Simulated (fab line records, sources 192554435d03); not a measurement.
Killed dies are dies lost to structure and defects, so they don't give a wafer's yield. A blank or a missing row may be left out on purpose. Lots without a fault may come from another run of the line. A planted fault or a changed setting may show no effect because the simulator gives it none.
Problem report in the 8D (eight disciplines) form, filled by code | flow n5_finfet | the parts of the form that need people (team, actions taken, sign-off) are left out

1. THE PROBLEM
plate_temp_C at N5_BEOL_M10_COAT_59 reads a mean of 253.32 C on 6 wafers of 2 lots; wafers without a fault read 249.95 C with a standard deviation of 0.17. That is +20 standard deviations from the usual mean.
The step: time 60 s, resist thk 100 nm.
First seen on wafer L456.2, day 12 19:02, on litho_track-05. The record holds 36 wafers of 12 lots with a number at this step. Rule for "out", or "out of limits": more than 4 standard deviations from the usual mean. The other wafers with a number count as sound.

2. WHAT IT IS AND WHAT IT IS NOT
question                    | is                     | is not
which readings at this step | plate_temp_C           | -
which lots                  | L456, L458             | L449, L461, L463, L464, L465, L466, L467, L468, L469, L471
which wafers of those lots  | all that have a number | -
read on which tools         | litho_track-05         | litho_track-03, litho_track-04
when                        | from day 12 19:02      | up to then (3 sound wafers); but 27 sound wafers of L461, L463, L464, L465, L466, L467, L468, L469, L471 came after

3. SUSPECTS, AND WHAT RULES EACH OUT
Counting: a tool at a process step up to the reading stays a suspect if it ran every lot that is out and no sound lot after the first of them.
- litho_track-05 at N5_BEOL_M10_COAT_59 (time 60 s, resist thk 100 nm): ruled out as a lasting fault. Sound lots L468, L466, L467, L469 ran on it after its first lot that is out, L456 (day 12 19:02).
Left after counting: nothing in the record.

4. THE CAUSE (what the simulator had put in)
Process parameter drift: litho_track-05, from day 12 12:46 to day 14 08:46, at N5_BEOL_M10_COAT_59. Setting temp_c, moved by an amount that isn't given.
Counting ruled it out, wrongly.

5. THE CHAIN OF EFFECTS, in route order
Each row: a reading whose mean over the struck wafers that have a number lies more than 3 standard deviations from the usual. Only readings for which the record gives a usual standard deviation are gone through. hours: the time from each lot's start at the first step in this table that gives one to its start at this step, as a median over the lots. sigmas: the change in usual standard deviations.
hours | step                | reading              | usual    | on struck wafers | change | sigmas
0     | N5_BEOL_M10_COAT_59 | heater_power_total_W | 500.7 W  | 507.2            | +6.5   | +3.6
0     | N5_BEOL_M10_COAT_59 | plate_temp_C         | 249.95 C | 253.32           | +3.37  | +20
The process steps in it:
- N5_BEOL_M10_COAT_59: time 60 s, resist thk 100 nm.

6. WHAT WOULD HAVE CAUGHT IT SOONER
In this record the first reading out of limits was taken at day 12 19:02, 6 hours after the fault began at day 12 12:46.
